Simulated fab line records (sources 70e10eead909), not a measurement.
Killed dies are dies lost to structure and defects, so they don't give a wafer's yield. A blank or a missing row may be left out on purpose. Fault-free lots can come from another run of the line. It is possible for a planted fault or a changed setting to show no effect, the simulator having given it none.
Which of the tools did it? ; flow nand harc ; 24 lots with 72 wafers sampled at 6 steps, on a route of 1302 steps

## WHAT THE GAUGES READ, wafer by wafer
The record holds no reading of a measuring or inspecting step that can be judged against a usual standard deviation.

## TOOL THAT RAN EACH LOT (tool first, then ch and the chambers of the sampled wafers, then the start)
lot;NHARC_P_M0_DESCUM_14;NHARC_P_M0_PVD_20;NHARC_P_M0_CMP_23;NHARC_P_M1_ANNEAL_31;NHARC_P_M2_DEP_33;NHARC_P_BONDPAD_DEP_00
L074;rie diel-04 ch 0,1,3, day 6 06:39;pvd sputter-03, day 6 09:23 or earlier;cmp-01 ch 1,2, day 6 09:23;rtp anneal-02 ch 0, day 6 13:15;pecvd-04 ch 1,2, day 6 18:39;pecvd-04 ch 0,2, no start
L075;rie diel-12 ch 0,1, day 6 15:19;pvd sputter-03, day 6 17:43 or earlier;cmp-04 ch 0,1,2, day 6 17:43;rtp anneal-01 ch 0, day 6 21:34;pecvd-04 ch 0,1, day 7 02:44;pecvd-04 ch 0,1,2, no start
L076;rie diel-12 ch 0,2, day 6 19:25;pvd sputter-01, day 6 21:41 or earlier;cmp-04 ch 1,2,3, day 6 21:41;rtp anneal-02 ch 0, day 7 01:34;pecvd-01 ch 0,1,2, day 7 06:40;pecvd-03 ch 0,1,2, day 7 07:05
L077;rie diel-12 ch 0,2, day 7 09:07;pvd sputter-03, day 7 11:11 or earlier;cmp-02 ch 1,2,3, day 7 11:11;rtp anneal-01 ch 0, day 7 15:34;pecvd-01 ch 0,1,2, day 7 20:39;pecvd-04 ch 0,1,2, day 7 21:07
L078;rie diel-12 ch 0,1,2, day 7 20:07;pvd sputter-01, day 7 22:06 or earlier;cmp-04 ch 2,3, day 7 22:06;rtp anneal-02 ch 0, day 8 01:55;pecvd-01 ch 0,1,2, day 8 06:54;pecvd-04 ch 0,1, day 8 07:19
L079;rie diel-04 ch 1,2,3, day 8 11:26;pvd sputter-03, day 8 14:01 or earlier;cmp-02 ch 0,3, day 8 14:01;rtp anneal-01 ch 0, day 8 17:41;pecvd-04 ch 0,1,2, day 8 22:52;pecvd-01 ch 0,2, day 8 23:15
L080;rie diel-04 ch 0,1,3, day 8 13:55;pvd sputter-01, day 8 15:58 or earlier;cmp-02 ch 0,1,3, day 8 15:58;rtp anneal-01 ch 0, day 8 19:50;pecvd-01 ch 0,1,2, day 9 01:16;pecvd-04 ch 1,2, day 9 01:44
L081;rie diel-04 ch 1,2,3, day 8 19:55;pvd sputter-02, day 8 21:53 or earlier;cmp-04 ch 0,3, day 8 21:53;rtp anneal-02 ch 0, day 9 01:48;pecvd-03 ch 0,1, day 9 07:11;pecvd-01 ch 0,1, day 9 07:34
L082;rie diel-07 ch 0,1, day 9 12:40;pvd sputter-01, day 9 14:43 or earlier;cmp-04 ch 0,1,2, day 9 14:43;rtp anneal-02 ch 0, day 9 18:19;pecvd-01 ch 0,1,2, day 9 23:31;pecvd-03 ch 0,2, day 9 23:54
L084;rie diel-12 ch 0,1, day 9 22:16;pvd sputter-02, day 10 00:38 or earlier;cmp-01 ch 0,2, day 10 00:38;rtp anneal-02 ch 0, day 10 04:40;pecvd-03 ch 0,1,2, day 10 10:16;pecvd-04 ch 0,2, day 10 10:41
L083;rie diel-07 ch 0,1,2, day 9 22:35;pvd sputter-03, day 10 00:37 or earlier;cmp-04 ch 0,1,3, day 10 00:37;rtp anneal-01 ch 0, day 10 04:29;pecvd-03 ch 0,1,2, day 10 09:46;pecvd-04 ch 0,1,2, day 10 10:13
L085;rie diel-12 ch 0,1,2, day 10 15:18;pvd sputter-01, day 10 17:20 or earlier;cmp-01 ch 0,2,3, day 10 17:20;rtp anneal-01 ch 0, day 10 20:59;pecvd-01 ch 0,2, day 11 02:06;pecvd-03 ch 1,2, day 11 02:38
L086;rie diel-07 ch 0,1,2, day 10 23:50;pvd sputter-03, day 11 01:50 or earlier;cmp-01 ch 0,1, day 11 01:50;rtp anneal-02 ch 0, day 11 06:05;pecvd-03 ch 0,1,2, day 11 11:13;pecvd-04 ch 0,1,2, day 11 11:36
L087;rie diel-12 ch 0,1,2, day 11 12:18;pvd sputter-03, day 11 14:19 or earlier;cmp-01 ch 0,1,3, day 11 14:19;rtp anneal-02 ch 0, day 11 17:59;pecvd-01 ch 0,1,2, day 11 23:05;pecvd-01 ch 0,1,2, no start
L088;rie diel-12 ch 2,3, day 12 02:56;pvd sputter-03, day 12 05:01 or earlier;cmp-02 ch 0,1,2, day 12 05:01;rtp anneal-01 ch 0, day 12 08:52;pecvd-01 ch 0,1,2, day 12 13:58;pecvd-03 ch 0,1,2, day 12 14:24
L089;rie diel-12 ch 0,1,2, day 12 03:23;pvd sputter-01, day 12 05:32 or earlier;cmp-02 ch 1,2, day 12 05:32;rtp anneal-01 ch 0, day 12 09:40;pecvd-01 ch 0,1, day 12 14:46;pecvd-01 ch 1,2, no start
L090;rie diel-12 ch 2,3, day 12 17:49;pvd sputter-01, day 12 19:53 or earlier;cmp-04 ch 0,2, day 12 19:53;rtp anneal-02 ch 0, day 12 23:44;pecvd-01 ch 0,1,2, day 13 04:50;pecvd-03 ch 0,1, day 13 05:15
L092;rie diel-12 ch 0,1,3, day 13 06:52;pvd sputter-02, day 13 08:52 or earlier;cmp-02 ch 0,1,2, day 13 08:52;rtp anneal-02 ch 0, day 13 12:46;pecvd-01 ch 0,2, day 13 17:50;pecvd-03 ch 1,2, day 13 18:13
L091;rie diel-12 ch 1,3, day 13 08:08;pvd sputter-01, day 13 10:08 or earlier;cmp-02 ch 0,3, day 13 10:08;rtp anneal-02 ch 0, day 13 13:59;pecvd-01 ch 0,1,2, day 13 19:07;pecvd-01 ch 0,1, no start
L093;rie diel-04 ch 1,2,3, day 13 22:15;pvd sputter-03, day 14 00:21 or earlier;cmp-04 ch 1,2,3, day 14 00:21;rtp anneal-02 ch 0, day 14 04:11;pecvd-03 ch 0,1,2, day 14 09:20;pecvd-04 ch 1,2, day 14 09:40
L094;rie diel-04 ch 0,1,2, day 14 12:25;pvd sputter-02, day 14 14:29 or earlier;cmp-02 ch 1,2, day 14 14:29;rtp anneal-02 ch 0, day 14 18:15;pecvd-01 ch 0,1, day 14 23:28;pecvd-03 ch 1,2, day 14 23:50
L095;rie diel-12 ch 0,2,3, day 14 15:34;pvd sputter-03, day 14 17:34 or earlier;cmp-04 ch 2,3, day 14 17:34;rtp anneal-02 ch 0, day 14 21:29;pecvd-03 ch 0,1, day 15 03:00;pecvd-01 ch 0,1,2, day 15 03:20
L096;rie diel-12 ch 0,1, day 15 11:41;pvd sputter-01, day 15 13:41 or earlier;cmp-01 ch 2,3, day 15 13:41;rtp anneal-02 ch 0, day 15 17:37;pecvd-03 ch 0,1,2, day 15 22:51;pecvd-04 ch 0,1, day 15 23:19
L097;rie diel-07 ch 1,2, day 15 19:13;pvd sputter-02, day 15 21:13 or earlier;cmp-01 ch 1,2, day 15 21:13;rtp anneal-01 ch 0, day 16 01:06;pecvd-04 ch 0,1,2, day 16 06:10;pecvd-01 ch 0,1, day 16 06:45
- NHARC_P_M0_DESCUM_14: chemistry O2, time 3 s.
- NHARC_P_M0_PVD_20: deposits TaN, target thk 5 nm, time 8.06 s.
- NHARC_P_M0_CMP_23: polishes, t overpolish 20 s, target thk 117.54 nm.
- NHARC_P_M1_ANNEAL_31: time 90 s.
- NHARC_P_M2_DEP_33: deposits SiCN, target thk 30 nm.
- NHARC_P_BONDPAD_DEP_00: deposits SiCN, target thk 250 nm.

## WHAT THE TOOLS THEMSELVES READ (means of the sampled wafers that have a number; where no wafer has one, the mark that the record gives instead)
NHARC_P_M0_DESCUM_14. Usual: drypump motor current A 5.8 A, standard deviation 0.44; oes product au 0.996 a.u., standard deviation 0.0073; rf vpp V 57.8 V, standard deviation 0.87; showerhead plenum p Torr 1.91 Torr, standard deviation 0.071; throttle valve pct 11.311 %, standard deviation 0.0093.
lot;tool;drypump motor current A (A);oes product au (a.u.);rf vpp V (V);showerhead plenum p Torr (Torr);throttle valve pct (%);flag
L074;rie diel-04;5.2;0.996;56.4;1.86;11.310;
L075;rie diel-12;5.9;0.984;58.5;1.96;11.314;
L076;rie diel-12;5.7;0.988;57.2;1.92;11.296;
L077;rie diel-12;5.7;0.998;58.0;1.92;11.323;
L078;rie diel-12;5.8;0.992;57.8;1.96;11.316;
L079;rie diel-04;5.4;1.001;57.1;1.87;11.310;
L080;rie diel-04;5.2;0.996;57.8;1.85;11.312;
L081;rie diel-04;5.4;1.000;57.3;1.86;11.311;
L082;rie diel-07;5.7;0.989;57.8;1.93;11.318;
L084;rie diel-12;5.8;0.991;57.7;1.99;11.314;
L083;rie diel-07;6.1;0.993;57.3;1.86;11.318;
L085;rie diel-12;5.8;0.996;58.4;1.96;11.307;
L086;rie diel-07;6.0;0.987;58.2;1.86;11.313;
L087;rie diel-12;5.8;0.996;57.6;1.95;11.313;
L088;rie diel-12;5.9;1.004;58.0;1.93;11.300;
L089;rie diel-12;5.8;1.001;58.0;1.95;11.307;
L090;rie diel-12;6.2;0.999;58.9;1.96;11.312;
L092;rie diel-12;6.1;0.995;58.1;1.97;11.307;
L091;rie diel-12;6.2;0.997;58.0;1.99;11.312;
L093;rie diel-04;5.4;0.996;56.8;1.85;11.316;
L094;rie diel-04;5.4;1.004;57.8;1.82;11.316;
L095;rie diel-12;6.0;0.994;56.8;1.94;11.307;
L096;rie diel-12;5.9;1.002;58.0;1.95;11.294;
L097;rie diel-07;5.9;0.996;57.4;1.84;11.302;

NHARC_P_M0_PVD_20. Usual: throttle valve pct 29.9 %, standard deviation 0.96.
lot;tool;throttle valve pct (%);flag
L074;pvd sputter-03;29.1;
L075;pvd sputter-03;29.5;
L076;pvd sputter-01;30.7;
L077;pvd sputter-03;29.3;
L078;pvd sputter-01;30.2;
L079;pvd sputter-03;29.9;
L080;pvd sputter-01;30.6;
L081;pvd sputter-02;28.9;
L082;pvd sputter-01;30.6;
L084;pvd sputter-02;29.8;
L083;pvd sputter-03;29.7;
L085;pvd sputter-01;29.9;
L086;pvd sputter-03;29.5;
L087;pvd sputter-03;29.6;
L088;pvd sputter-03;29.4;
L089;pvd sputter-01;30.8;
L090;pvd sputter-01;31.0;
L092;pvd sputter-02;29.6;
L091;pvd sputter-01;31.1;
L093;pvd sputter-03;29.6;
L094;pvd sputter-02;28.7;
L095;pvd sputter-03;29.7;
L096;pvd sputter-01;30.9;
L097;pvd sputter-02;29.2;

NHARC_P_M0_CMP_23. Usual: motor current A 11.8 A, standard deviation 0.64; time to endpoint s 28.2 s, standard deviation 2.
lot;tool;motor current A (A);time to endpoint s (s);flag
L074;cmp-01;11.8;27.2;
L075;cmp-04;11.5;26.4;
L076;cmp-04;11.7;27.1;
L077;cmp-02;11.3;25.1;
L078;cmp-04;11.7;28.1;
L079;cmp-02;12.0;26.9;
L080;cmp-02;12.4;30.1;
L081;cmp-04;11.5;31.5;
L082;cmp-04;11.9;30.4;
L084;cmp-01;12.4;26.7;
L083;cmp-04;11.8;26.7;
L085;cmp-01;12.0;27.9;
L086;cmp-01;11.6;28.4;
L087;cmp-01;12.1;27.1;
L088;cmp-02;11.5;28.9;
L089;cmp-02;10.8;29.0;
L090;cmp-04;11.8;30.3;
L092;cmp-02;11.2;28.6;
L091;cmp-02;12.4;25.9;
L093;cmp-04;12.2;28.9;
L094;cmp-02;10.9;26.3;
L095;cmp-04;11.7;29.8;
L096;cmp-01;12.0;29.7;
L097;cmp-01;11.7;28.7;

NHARC_P_M1_ANNEAL_31. Usual: wafer_temp_C_max 226.11, standard deviation 0.26.
lot;tool;wafer_temp_C_max;flag
L074;rtp anneal-02;225.90;
L075;rtp anneal-01;225.96;
L076;rtp anneal-02;225.94;
L077;rtp anneal-01;226.01;
L078;rtp anneal-02;226.10;
L079;rtp anneal-01;225.92;
L080;rtp anneal-01;225.86;
L081;rtp anneal-02;226.51;
L082;rtp anneal-02;226.37;
L084;rtp anneal-02;226.17;
L083;rtp anneal-01;226.07;
L085;rtp anneal-01;225.93;
L086;rtp anneal-02;226.33;
L087;rtp anneal-02;226.23;
L088;rtp anneal-01;226.03;
L089;rtp anneal-01;226.27;
L090;rtp anneal-02;226.17;
L092;rtp anneal-02;226.01;
L091;rtp anneal-02;225.93;
L093;rtp anneal-02;226.18;
L094;rtp anneal-02;226.24;
L095;rtp anneal-02;226.00;
L096;rtp anneal-02;226.14;
L097;rtp anneal-01;226.25;

NHARC_P_M2_DEP_33. Usual: heater power w 600 W, standard deviation 56.
lot;tool;heater power w (W);flag
L074;pecvd-04;540;
L075;pecvd-04;579;
L076;pecvd-01;626;
L077;pecvd-01;620;
L078;pecvd-01;639;
L079;pecvd-04;606;
L080;pecvd-01;626;
L081;pecvd-03;563;
L082;pecvd-01;605;
L084;pecvd-03;567;
L083;pecvd-03;553;
L085;pecvd-01;609;
L086;pecvd-03;579;
L087;pecvd-01;621;
L088;pecvd-01;668;
L089;pecvd-01;552;
L090;pecvd-01;603;
L092;pecvd-01;633;
L091;pecvd-01;610;
L093;pecvd-03;534;
L094;pecvd-01;645;
L095;pecvd-03;498;
L096;pecvd-03;567;
L097;pecvd-04;579;

NHARC_P_BONDPAD_DEP_00. Usual: heater power w 592 W, standard deviation 57.
lot;tool;heater power w (W);flag
L074;pecvd-04;594;
L075;pecvd-04;591;
L076;pecvd-03;573;
L077;pecvd-04;604;
L078;pecvd-04;636;
L079;pecvd-01;634;
L080;pecvd-04;529;
L081;pecvd-01;634;
L082;pecvd-03;589;
L084;pecvd-04;549;
L083;pecvd-04;605;
L085;pecvd-03;563;
L086;pecvd-04;585;
L087;pecvd-01;576;
L088;pecvd-03;553;
L089;pecvd-01;604;
L090;pecvd-03;525;
L092;pecvd-03;561;
L091;pecvd-01;594;
L093;pecvd-04;530;
L094;pecvd-03;599;
L095;pecvd-01;592;
L096;pecvd-04;649;
L097;pecvd-01;636;

## THE ANSWER, worked out from the rows above alone
Rule: a lot counts as off when the mean over its wafers that have a number is more than 3 standard deviations away from the usual mean. A lot without any number at a reading at which 4 lots or more have one is off too. Where the step has rows for the other lots, those lots are counted as sound. After the gauges, taken in route order, come the tools' own readings; for these a lot's mean is taken, as printed above. At the first step where some lot is off, the reading lying furthest off is the one used; lots without a number count as furthest.
No lot is off on any of the readings shown, so nothing can be concluded from this.

## WHAT THE SIMULATOR PUT IN
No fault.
